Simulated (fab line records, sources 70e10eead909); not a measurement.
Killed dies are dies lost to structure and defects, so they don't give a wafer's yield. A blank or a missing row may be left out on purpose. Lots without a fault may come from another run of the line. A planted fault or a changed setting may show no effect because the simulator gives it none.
fab line records | flow nand_harc
record lots=5 wafers=15 last_day=24
route steps=1159 shown A_SGD_CUT@752 A_SLIT@779 END@1159
lots that met no fault: from a run of the same line without faults
start_h: hours from the record's first day to the start of the lot's first wafer shown | wait_h: hours since the lot's step before | " the same as in the row above | L1.1+2: a row that stands for several wafers | - no value, or no start given | * or withheld: withheld | < > ~ a bound
route shown NAME@n: a module of which the file shows steps, and the number in the route of the first | usual: mean/standard deviation of fault-free wafers | same: alike in all rows | chamber/n: place in a boat | sites: the reading at each site | _std_site: their standard deviation | _edge_site: outer sites' mean less inner sites' | radius_mm: how far each site lies from the wafer's centre | mask NAME#n: copy n | behind: the tool/chamber that last shaped the wafer | hold: why the lot was held/for how many hours/how that ended | device: the transistor (n, p or np) that didn't switch | end of line: the same wafers' tests at the end of the route | a step without rows: its recipe alone | killed: dies lost to structure and defects at the first sort, not the wafer's yield | map: a wafer's dies, x killed, . not, _ none there
set.NAME: the setting as run; set.NAME@STEP: as run at that earlier step | model.NAME: the simulator's own value behind a step, which no gauge read
lots at some steps of the route; a table a step, a row a wafer
services: from which hour (start_h, from the record's first day; less than 0 if before it) a tool's chamber was out of use, for how many hours, and why
## steps
# step NHARC_A_SGD_CUT_COAT_03
# recipe spin_rpm=1500 resist_thk_nm=90
# step NHARC_A_SGD_CUT_SOFTBAKE_04
# recipe temp_c=105 time_s=55
# step NHARC_A_SGD_CUT_EBR_05
# step NHARC_A_SGD_CUT_EXPOSE_06
# recipe na=1.35 dose_mj=85.59 mask_id=SGD
# step NHARC_A_SGD_CUT_PEB_07
# recipe peb_temp_c=100 peb_time_s=65
# step NHARC_A_SGD_CUT_DEVELOP_08
# recipe develop_time_s=35 dev_temp_c=23
# step NHARC_A_SGD_CUT_CD_MEAS_09
# recipe target_cd_nm=100 landing_energy_ev=500
# usual cd_nm=100.1/0.4
# columns lot.wafer tool chamber start_h wait_h cd_nm
L505.3 cd_sem-02 0 316.18 - 99.9
L505.4 " 0 " " 100.4
L505.5 " 0 " " 100.2
L509.1 cd_sem-03 0 321.12 - 100.6
L509.4 " 0 " " 100.5
L509.5 " 0 " " 100.1
L511.2 cd_sem-02 0 366.88 - 99.5
L511.3 " 0 " " 99.9
L511.4 " 0 " " 99.9
L513.1 cd_sem-03 0 370.98 - 100.4
L513.2 " 0 " " 99.6
L513.4 " 0 " " 100.0
L522.2 cd_sem-02 0 448.10 - 99.9
L522.5 " 0 " " 99.9
L522.6 " 0 " " 100.1
# step NHARC_A_SGD_CUT_OVL_MEAS_10
# usual overlay_x_nm=0.2/0.78 overlay_y_nm=0.0/0.93
# columns lot.wafer tool chamber start_h wait_h overlay_x_nm overlay_y_nm
L505.3 overlay-01 - 316.26 - -0.4 2.1
L505.4 " - " " -0.9 1.5
L505.5 " - " " 0.0 1.9
L509.1 overlay-01 - 321.21 - -1.1 -1.7
L509.4 " - " " -0.8 -1.2
L509.5 " - " " -0.9 -1.3
L511.2 overlay-01 - 366.96 - 1.0 -0.8
L511.3 " - " " 0.9 -0.1
L511.4 " - " " 1.0 -0.3
L513.1 overlay-02 - 371.07 - -0.7 1.3
L513.2 " - " " -0.5 1.1
L513.4 " - " " -0.4 0.7
L522.2 overlay-01 - 448.19 - -0.7 -0.6
L522.5 " - " " -0.3 -0.1
L522.6 " - " " -0.9 -0.3
# step NHARC_A_SGD_CUT_INSPECT_11
# usual raw_defect_count=19/10
# columns lot.wafer tool chamber start_h wait_h raw_defect_count
L505.3 defect_inspect-02 - 316.30 0.0 26
L505.4 " - " " 24
L505.5 " - " " 19
L509.1 defect_inspect-02 - 321.24 0.0 6
L509.4 " - " " 4
L509.5 " - " " 4
L511.2 defect_inspect-01 - 367.00 0.0 16
L511.3 " - " " 20
L511.4 " - " " 21
L513.1 defect_inspect-02 - 371.11 0.0 5
L513.2 " - " " 15
L513.4 " - " " 17
L522.2 defect_inspect-02 - 448.23 0.0 19
L522.5 " - " " 9
L522.6 " - " " 12
# step NHARC_A_SGD_CUT_DESCUM_14
# recipe time_s=3 o2_flow_sccm=200 ar_flow_sccm=0 bias_power_w=0 chemistry=O2
# step NHARC_A_SGD_CUT_ETCH_58
# recipe target_depth_a=390 over_etch_frac=0.3 time_s=65 ion_energy_ev=80 cf4_flow_sccm=150 ar_flow_sccm=0 rf_w=300 bias_w=100 chemistry=CF4
# step NHARC_A_SGD_CUT_ETCH_59
# recipe target_depth_a=2600 over_etch_frac=0.25 time_s=406.25 ion_energy_ev=200 n2_flow_sccm=150 h2_flow_sccm=150 ar_flow_sccm=0 rf_w=400 bias_w=150 chemistry=N2/H2
# step NHARC_A_SGD_CUT_ETCH_15
# recipe target_depth_a=750 time_s=64.3 ch3f_flow_sccm=50 o2_flow_sccm=30 ar_flow_sccm=200 rf_w=500 bias_w=100 chemistry=CH3F/O2
# usual ch3f_flow_sccm=49.97/0.16 drypump_motor_current_A=5.7/0.45 oes_product_au=0.968/0.017 rf_vpp_V=264.2/1.4 showerhead_plenum_p_Torr=2.48/0.077 throttle_valve_pct=20.663/0.0096
# columns lot.wafer tool chamber start_h wait_h ch3f_flow_sccm drypump_motor_current_A oes_product_au rf_hours_counter_h rf_vpp_V showerhead_plenum_p_Torr throttle_valve_pct
L505.3 rie_diel-04 2 316.85 - 50.23 5.8 0.989 1 264.9 2.49 20.656
L505.4 " 3 " " 50.18 5.5 0.969 1 264.9 2.46 20.659
L505.5 " 1 " " 50.07 5.4 0.985 - 262.8 2.49 20.663
L509.1 rie_diel-04 2 321.79 - 50.21 5.8 0.969 2 263.2 2.49 20.670
L509.4 " 3 " " 50.00 5.5 0.966 2 262.6 2.46 20.679
L509.5 " 1 " " 49.93 5.4 0.976 - 264.8 2.49 20.654
L511.3 rie_diel-12 2 367.54 - 50.14 6.1 0.979 15 262.4 2.36 20.672
L511.2 " 3 " " 49.88 4.8 0.978 14 264.5 2.45 20.653
L511.4 " 1 " " 49.74 5.6 0.988 15 265.2 2.57 20.647
L513.1 rie_diel-12 2 371.80 - 49.94 6.1 0.956 16 261.8 2.36 20.653
L513.4 " 3 " " 49.79 4.8 0.967 14 263.6 2.45 20.670
L513.2 " 0 " " 49.87 5.7 0.962 16 265.7 2.53 20.670
L522.2 rie_diel-04 2 448.78 - 49.83 5.8 0.950 11 264.2 2.48 20.665
L522.6 " 0 " " 49.90 6.5 0.961 - 263.4 2.47 20.668
L522.5 " 1 " " 49.92 5.4 0.957 - 264.9 2.49 20.657
# step NHARC_A_SGD_CUT_ETCH_16
# recipe target_depth_a=3105 time_s=155.2 c4f8_flow_sccm=withheld o2_flow_sccm=8 ar_flow_sccm=withheld rf_w=600 bias_w=800 chemistry=C4F8/O2/Ar
# step NHARC_A_SGD_CUT_STRIP_60
# recipe c4f8_flow_sccm=withheld o2_flow_sccm=8 ar_flow_sccm=withheld bias_w=0 chemistry=C4F8/O2/Ar
# step NHARC_A_SGD_CUT_STRIP_17
# recipe o2_flow_sccm=500 ar_flow_sccm=0 bias_w=0 chemistry=O2
# usual drypump_motor_current_A=5.7/0.46 oes_product_au=1.003/0.0061 rf_vpp_V=57.9/0.84 showerhead_plenum_p_Torr=3.55/0.11 throttle_valve_pct=17.036/0.0094
# columns lot.wafer tool chamber start_h wait_h drypump_motor_current_A oes_product_au rf_hours_counter_h rf_vpp_V showerhead_plenum_p_Torr throttle_valve_pct
L505.4 rie_diel-04 2 - - 5.8 1.004 1 58.4 3.57 17.025
L505.3 " 3 " " 5.5 0.998 1 57.0 3.53 17.040
L505.5 " 1 " " 5.3 1.002 - 58.2 3.57 17.049
L509.1 rie_diel-04 1 - - 5.4 1.012 2 57.8 3.57 17.014
L509.4 " 2 " " 5.8 1.015 2 58.4 3.57 17.049
L509.5 " 3 " " 5.5 1.006 - 57.7 3.53 17.039
L511.3 rie_diel-12 0 - - 5.7 1.006 15 59.2 3.63 17.048
L511.4 " 1 " " 5.6 0.997 15 58.4 3.68 17.055
L511.2 " 2 " " 6.1 1.001 16 57.9 3.40 17.034
L513.4 rie_diel-12 3 - - 4.8 1.002 15 57.3 3.51 17.030
L513.2 " 1 " " 5.6 0.998 16 58.0 3.68 17.033
L513.1 " 2 " " 6.1 1.013 16 57.8 3.40 17.043
L522.2 rie_diel-04 2 - - 5.8 1.011 12 56.8 3.56 17.030
L522.5 " 2 " " 5.8 1.004 - 57.7 3.56 17.042
L522.6 " 3 " " 5.5 0.997 - 57.8 3.52 17.030
# step NHARC_A_SGD_CUT_PRECLEAN_18
# recipe time_s=* temp_c=50 bath_age_min=0 chemistry=SC1
# step NHARC_A_SGD_CUT_SRD_19
# step NHARC_A_SGD_CUT_DEP_20
# recipe target_thk_a=1500 temp_c=65 material=SiO2
# step NHARC_A_SGD_CUT_ANNEAL_27
# recipe temp_c=450 time_s=1800
# step NHARC_A_SGD_CUT_CMP_21
# recipe target_thk_nm=148.19
# step NHARC_A_SGD_CUT_THK_MEAS_22
# recipe thk_meas_gauge=ellipsometry
# usual thk_nm=148.2/1.4
# columns lot.wafer tool chamber start_h wait_h thk_nm
L505.3 film_metro-02 - 322.28 0.2 147.9
L505.4 " - " " 146.1
L505.5 " - " " 150.4
L509.1 film_metro-01 - 327.62 0.2 146.3
L509.4 " - " " 149.7
L509.5 " - " " 148.1
L511.2 film_metro-02 - 372.94 0.2 147.5
L511.3 " - " " 148.5
L511.4 " - " " 148.8
L513.1 film_metro-01 - 377.99 0.2 146.6
L513.2 " - " " 147.4
L513.4 " - " " 146.0
L522.2 film_metro-02 - 453.99 0.2 147.4
L522.5 " - " " 148.9
L522.6 " - " " 151.0
# step NHARC_A_SGD_CUT_SRD_23
# step NHARC_A_SGD_CUT_ETCH_26
# recipe target_depth_a=458 chemistry=dHF material=SiO2
# step NHARC_A_SGD_CUT_ETCHBACK_24
# recipe target_depth_a=500 over_etch_frac=0.3 time_s=92.857 ion_energy_ev=120 ch3f_flow_sccm=50 o2_flow_sccm=30 ar_flow_sccm=200 rf_w=500 bias_w=100 chemistry=CH3F/O2
# step NHARC_A_SGD_CUT_STRIP_28
# recipe time_s=20 o2_flow_sccm=500 ar_flow_sccm=0 bias_w=0 chemistry=O2
# usual drypump_motor_current_A=5.7/0.45 oes_product_au=1.004/0.0056 rf_vpp_V=57.9/0.9 showerhead_plenum_p_Torr=3.55/0.092 throttle_valve_pct=17.036/0.01
# columns lot.wafer tool chamber start_h wait_h drypump_motor_current_A oes_product_au rf_hours_counter_h rf_vpp_V showerhead_plenum_p_Torr throttle_valve_pct
L505.4 rie_diel-04 2 - - 5.8 0.998 2 58.5 3.57 17.041
L505.3 " 0 " " 6.5 1.000 2 56.8 3.54 17.042
L505.5 " 2 " " 5.8 0.999 - 58.1 3.57 17.012
L509.4 rie_diel-04 0 - - 6.5 1.000 2 57.3 3.54 17.040
L509.1 " 2 " " 5.8 0.999 2 59.0 3.57 17.045
L509.5 " 0 " " 6.5 1.002 - 56.6 3.54 17.025
L511.3 rie_diel-12 3 - - 4.8 1.010 15 58.8 3.51 17.040
L511.4 " 0 " " 5.7 1.004 17 58.2 3.63 17.037
L511.2 " 1 " " 5.6 1.009 16 58.9 3.68 17.035
L513.1 rie_diel-04 0 - - 6.5 1.008 5 57.1 3.54 17.034
L513.2 " 1 " " 5.4 1.000 5 57.3 3.57 17.048
L513.4 " 2 " " 5.8 1.005 5 57.6 3.57 17.037
L522.2 rie_diel-04 3 - - 5.5 1.002 11 56.7 3.52 17.038
L522.5 " 3 " " 5.5 1.004 - 57.3 3.52 17.038
L522.6 " 0 " " 6.5 1.012 - 59.5 3.54 17.022
# step NHARC_A_SLIT_DEP_25
# recipe target_thk_a=2000 temp_c=400 pressure_torr=6.5 rf_w=900 teos_flow_sccm=161.4 flow_sccm=2650 target_thk_nm=200 gas=O2 material=SiO2
# usual heater_power_w=549/110 throttle_valve_pct=15.5/0.77
# columns lot.wafer tool chamber start_h wait_h heater_power_w throttle_valve_pct
L505.3 pecvd-03 1 322.98 0.2 657 14.8
L505.5 " 2 " " 567 16.1
L505.4 " 0 " " 540 14.4
L509.1 pecvd-01 0 328.23 0.1 680 15.7
L509.5 " 1 " " 368 15.6
L509.4 " 0 " " 709 15.7
L511.3 pecvd-03 2 373.51 0.1 596 16.0
L511.2 " 0 " " 533 14.2
L511.4 " 1 " " 707 14.8
L513.1 pecvd-03 1 378.53 0.1 704 14.9
L513.2 " 2 " " 527 16.0
L513.4 " 1 " " 706 14.9
L522.2 pecvd-03 2 454.52 0.1 465 16.4
L522.5 " 0 " " 542 14.7
L522.6 " 1 " " 706 15.1
# step NHARC_A_SLIT_DEP_00
# recipe target_thk_a=32000 temp_c=400 material=aC
# usual throttle_valve_pct=35.000/0.0076
# columns lot.wafer tool chamber start_h wait_h throttle_valve_pct
L505.3 acl_dep-01 0 326.52 - 35.009
L505.4 " 0 " " 34.991
L505.5 " 0 " " 35.002
L509.1 acl_dep-03 0 332.81 - 34.995
L509.4 " 0 " " 35.005
L509.5 " 0 " " 34.993
L511.2 acl_dep-01 0 375.33 - 35.006
L511.3 " 0 " " 35.006
L511.4 " 0 " " 34.987
L513.1 acl_dep-02 0 379.29 - 34.997
L513.2 " 0 " " 35.001
L513.4 " 0 " " 35.009
L522.2 acl_dep-02 0 455.18 - 35.024
L522.5 " 0 " " 35.002
L522.6 " 0 " " 35.010
# step NHARC_A_SLIT_DEP_23
# recipe target_thk_a=1000 target_thk_nm=100 temp_c=400 pressure_torr=3.5 flow_sccm=200 rf_w=350 material=SiON
# step NHARC_A_SLIT_DEHYDRATE_01
# recipe temp_c=150 time_s=120
# step NHARC_A_SLIT_HMDS_02
# recipe time_s=30
# step NHARC_A_SLIT_COAT_03
# recipe spin_rpm=1500 resist_thk_nm=90
# step NHARC_A_SLIT_SOFTBAKE_04
# recipe temp_c=105 time_s=55
# step NHARC_A_SLIT_EBR_05
# step NHARC_A_SLIT_EXPOSE_06
# recipe na=1.35 dose_mj=60.82 mask_id=SLIT
# step NHARC_A_SLIT_PEB_07
# recipe peb_temp_c=100 peb_time_s=65
# step NHARC_A_SLIT_DEVELOP_08
# recipe develop_time_s=35 dev_temp_c=23
# step NHARC_A_SLIT_CD_MEAS_09
# recipe target_cd_nm=300 landing_energy_ev=500
# usual cd_nm=300.3/0.49
# columns lot.wafer tool chamber start_h wait_h cd_nm
L505.3 cd_sem-02 0 328.54 - 299.6
L505.4 " 0 " " 299.7
L505.5 " 0 " " 299.5
L509.1 cd_sem-02 0 335.49 - 300.8
L509.4 " 0 " " 300.4
L509.5 " 0 " " 300.4
L511.2 cd_sem-03 0 377.68 - 300.4
L511.3 " 0 " " 300.0
L511.4 " 0 " " 299.7
L513.1 cd_sem-03 0 381.97 - 301.0
L513.2 " 0 " " 300.5
L513.4 " 0 " " 300.6
L522.2 cd_sem-02 0 457.70 - 300.9
L522.5 " 0 " " 299.4
L522.6 " 0 " " 301.0
# step NHARC_A_SLIT_OVL_MEAS_10
# usual overlay_x_nm=-0.2/0.76 overlay_y_nm=0.2/0.69
# columns lot.wafer tool chamber start_h wait_h overlay_x_nm overlay_y_nm
L505.3 overlay-02 - 328.64 - -0.2 0.0
L505.4 " - " " -0.3 0.4
L505.5 " - " " -1.0 0.3
L509.1 overlay-02 - 335.58 - 0.3 -1.3
L509.4 " - " " 0.5 -1.4
L509.5 " - " " 0.2 -1.4
L511.2 overlay-01 - 377.78 - -0.1 -0.3
L511.3 " - " " -0.2 -0.2
L511.4 " - " " 0.2 0.1
L513.1 overlay-02 - 382.06 - -1.0 0.6
L513.2 " - " " -1.1 0.7
L513.4 " - " " -0.9 1.4
L522.2 overlay-01 - 457.78 - -1.3 0.4
L522.5 " - " " -0.9 1.0
L522.6 " - " " -0.6 1.1
# step NHARC_A_SLIT_DESCUM_14
# recipe time_s=3 o2_flow_sccm=200 ar_flow_sccm=0 bias_power_w=0 chemistry=O2
# usual drypump_motor_current_A=5.7/0.33 oes_product_au=1.000/0.0079 rf_vpp_V=57.9/0.97 showerhead_plenum_p_Torr=1.91/0.077 throttle_valve_pct=11.310/0.0086
# columns lot.wafer tool chamber start_h wait_h drypump_motor_current_A oes_product_au rf_hours_counter_h rf_vpp_V showerhead_plenum_p_Torr throttle_valve_pct
L505.3 rie_diel-05 3 328.75 0.1 6.4 1.007 13 58.7 1.92 11.318
L505.4 " 0 " " 6.0 0.995 12 57.6 1.96 11.304
L505.5 " 3 " " 6.4 0.998 - 59.5 1.93 11.304
L509.4 rie_diel-08 3 335.68 0.1 5.7 1.004 2 56.5 1.84 11.313
L509.1 " 1 " " 5.9 1.002 2 58.1 1.92 11.305
L509.5 " 3 " " 5.7 0.999 - 56.7 1.84 11.319
L511.2 rie_diel-08 1 377.89 0.1 5.9 0.995 4 58.5 1.92 11.308
L511.4 " 2 " " 5.8 1.004 4 59.1 2.06 11.317
L511.3 " 3 " " 5.7 1.000 4 56.9 1.84 11.310
L513.4 rie_diel-05 0 382.16 0.1 6.0 0.985 2 57.7 1.96 11.311
L513.2 " 1 " " 5.8 0.986 2 57.6 1.85 11.313
L513.1 " 2 " " 5.3 1.006 2 57.6 1.83 11.320
L522.2 rie_diel-08 0 457.90 0.1 5.7 0.999 10 58.6 1.88 11.304
L522.5 " 2 " " 5.8 1.003 - 57.6 2.05 11.308
L522.6 " 3 " " 5.7 1.008 - 57.5 1.83 11.298
# step NHARC_END_SORT_01
# recipe temp_c=25
# usual killed_at_array=28/12 killed_at_other=0.8/1.1 killed_at_periphery=3.6/2.3 killed_dies=32/12 killed_open=3.4/1.9 killed_short=2.0/1.3
# same gross_dies=677
# columns lot.wafer tool chamber start_h wait_h killed_at_array killed_at_other killed_at_periphery killed_dies killed_open killed_short
L509.1 prober-02 0 456.44 2.5 24 1 4 29 7 2
L509.4 prober-02 0 458.84 3.4 29 0 2 31 3 1
L509.5 prober-02 0 459.64 3.7 14 0 2 16 1 0
L513.4 prober-01 0 498.12 3.4 118 2 2 122 1 1
# killed by level:class
L509.1 A_SLIT:chamber_film_flake=8 A_CONTACT:chamber_film_flake=7 P_CONTACT:geometric_particle:open=2 A_WL_FILL:geometric_particle:open=2 A_CHANNEL_HOLE_D1:chamber_film_flake=2 P_GATE:geometric_particle:open=1 A_ONON_D1:geometric_particle:short=1 A_ONON_D1:geometric_particle:open=1
L509.4 A_SLIT:chamber_film_flake=18 A_CONTACT:chamber_film_flake=7 P_STI:geometric_particle:open=1 A_ONON_D1:geometric_particle:open=1 A_CONTACT:geometric_particle:short=1 A_BLC:geometric_particle:open=1 P_STI:chamber_film_flake=1 A_STAIRCASE:chamber_film_flake=1
L509.5 A_SLIT:chamber_film_flake=6 A_CONTACT:chamber_film_flake=5 P_STI:chamber_film_flake=2 A_SOURCE_PLATE:geometric_particle:open=1 A_CHANNEL_HOLE_D1:chamber_film_flake=1 A_STAIRCASE:chamber_film_flake=1
L513.4 A_SGD_CUT:unspecified=103 A_STAIRCASE:chamber_film_flake=5 A_CHANNEL_HOLE_D1:chamber_film_flake=4 A_CONTACT:chamber_film_flake=3 A_WL_FILL:chamber_film_flake=2 THIN_TSV:chamber_film_flake=2 P_M2:geometric_particle:short=1 A_STAIRCASE:geometric_particle:open=1
# map L513.4 (x killed, . not)
____________.____________
_________......._________
_______..........._______
______........x....______
_____xxx.xx........._____
____.x.xx............____
____xxxxxx...........____
___xxxxxxxx..x........___
___xxxxxxxxx..........___
__.xxxxxxxx...xx.......__
__xxxxxxxxxx...........__
_xxxxxxxxxxx....x......._
_..xxxxxxxx............._
_x.xxxxxxxxx............_
_..xxxxxxxx............._
_..xxxxxxxx.....x......._
...xxxxxxxx.........x....
.....x.x...x.....x.......
.........................
.........................
...............x.........
_......................._
_...........x..........._
_........x....x........._
_............x.........._
_..............x........_
__................x....__
__..................x..__
___...................___
___...................___
____.................____
____.................____
_____..x............_____
______.............______
_______..........._______
_________......._________
____________.____________
# map L511.4 (x killed, . not)
____________.____________
_________......._________
_______.x........._______
______.x...........______
_____x.xx.....x....._____
____..xx.............____
____..xx.x...........____
___...xx.x............___
___...................___
__.....................__
__....x................__
_......................._
_......................._
_......................._
_......................._
_......................._
..................x......
.................x..xx...
.........................
..................xx.....
......x..........xx...x..
_.................x....._
_...................x..._
_.................xxx..._
_.................x....._
_...................x..._
__.....................__
__.............x.......__
___...................___
___...x..........x....___
____.........x.......____
____..........x......____
_____x.............._____
______.............______
_______..........._______
_________......._________
____________.____________
## services
# columns tool chamber start_h hours kind
acl_dep-01 - 294.59 13.0 pm
rie_diel-04 0 297.94 - clean
rie_diel-04 1 297.94 - clean
rie_diel-04 2 297.94 - clean
rie_diel-04 3 297.94 - clean
rie_diel-08 - 301.80 9.0 pm
rie_diel-04 - 311.82 0.5 repair
pecvd-01 - 312.91 1.5 repair
acl_dep-01 - 314.44 7.7 repair
rie_diel-12 - 323.75 0.6 repair
rie_diel-04 2 332.87 2.9 repair
acl_dep-01 - 335.03 3.6 repair
rie_diel-05 - 340.74 9.0 pm
acl_dep-02 - 349.27 13.0 pm
rie_diel-08 2 350.18 2.9 repair
rie_diel-08 3 356.71 4.1 repair
rie_diel-04 - 369.76 1.0 repair
rie_diel-04 2 373.23 4.6 repair
rie_diel-12 - 379.43 9.0 pm
rie_diel-05 2 389.94 2.4 repair
acl_dep-03 - 406.26 13.0 pm
pecvd-01 - 418.05 13.0 pm
rie_diel-08 0 418.30 7.6 repair
rie_diel-08 3 429.89 6.7 repair
## key
first_sign step=NHARC_END_SORT_01 reading=killed_dies direction=up sigmas=7.8 usual=32 struck=122
effect step=NHARC_END_SORT_01 reading=killed_at_array direction=up sigmas=7.8 usual=28 struck=118
more_kills_born_at NHARC_A_SGD_CUT_ETCH_15@rie_diel-12=103
met_at NHARC_A_SGD_CUT_ETCH_15
struck_wafers L513.4
tester_left_out L513
onset_between 367.54 371.80
fault kind=chamber_particle_source tool=rie_diel-12 chamber=3 onset_h=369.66 steps=NHARC_A_SGD_CUT_ETCH_15 rate_per_visit_cm2=1.8119 end_h=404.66
# tester_left_out: of these lots the tester's yield and bins aren't shown, on N5 and GAA mostly nor the transistor test; their killed dies are dies lost to structure and defects alone, not to doping, threshold or leakage, so they don't give the yield
